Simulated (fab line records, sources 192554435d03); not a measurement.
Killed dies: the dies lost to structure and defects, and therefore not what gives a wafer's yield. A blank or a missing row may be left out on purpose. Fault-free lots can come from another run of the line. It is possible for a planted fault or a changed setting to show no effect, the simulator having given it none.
Matching of chambers -- flow n5Finfet -- N5_FIN_SAQP_HM_OPEN_33 on rieDiel-06 has 4 sister chambers
The step chemistry CH3F/O2, target SiNx, target depth 49.4 nm, time 70.6 s. 8 wafers are shown with their chamber, then 7 later ones without.

== EACH WAFER AND ITS CHAMBER ==
wafer,chamber,showerheadPlenumPTorr (Torr),drypumpMotorCurrentA (A)
L078.1,0,2.08,5.1
L085.5,2,1.94,5.2
L087.3,2,1.94,5.2
L089.2,1,2.03,5.4
L089.3,3,1.94,4.9
L089.5,0,2.07,5.0
L092.1,3,1.94,4.9
L092.2,1,2.03,5.4

== WAFERS MISSING THEIR CHAMBER ==
wafer,showerheadPlenumPTorr (Torr),drypumpMotorCurrentA (A)
L092.5,2.03,5.4
L095.1,1.93,4.9
L095.4,2.06,5.1
L095.5,1.93,5.2
L097.1,2.06,5.1
L097.3,1.93,4.9
L097.5,1.93,4.9

== CHAMBER TAKEN BY EACH ==
wafer,from the rows above,in truth
L092.5,1,1
L095.1,3,3
L095.4,0,0
L095.5,2,2
L097.1,0,0
L097.3,3,3
L097.5,3,3
7 of 7 placed correctly. Can't be placed from these rows: 0. Placed wrongly: 0.
How it was worked out, from the rows above alone: a wafer's distance from a chamber is the root of the sum, over the readings, of the square of ((its reading less the chamber's mean) divided by the reading's scatter). The wafer belongs to the nearest chamber; if the next one is less than 2 further off, it can't be placed. A chamber's mean is the mean of its shown wafers. The scatter: take each reading less its chamber's mean, square it, sum over the shown wafers, divide by the number of wafers less the number of chambers, and take the root.
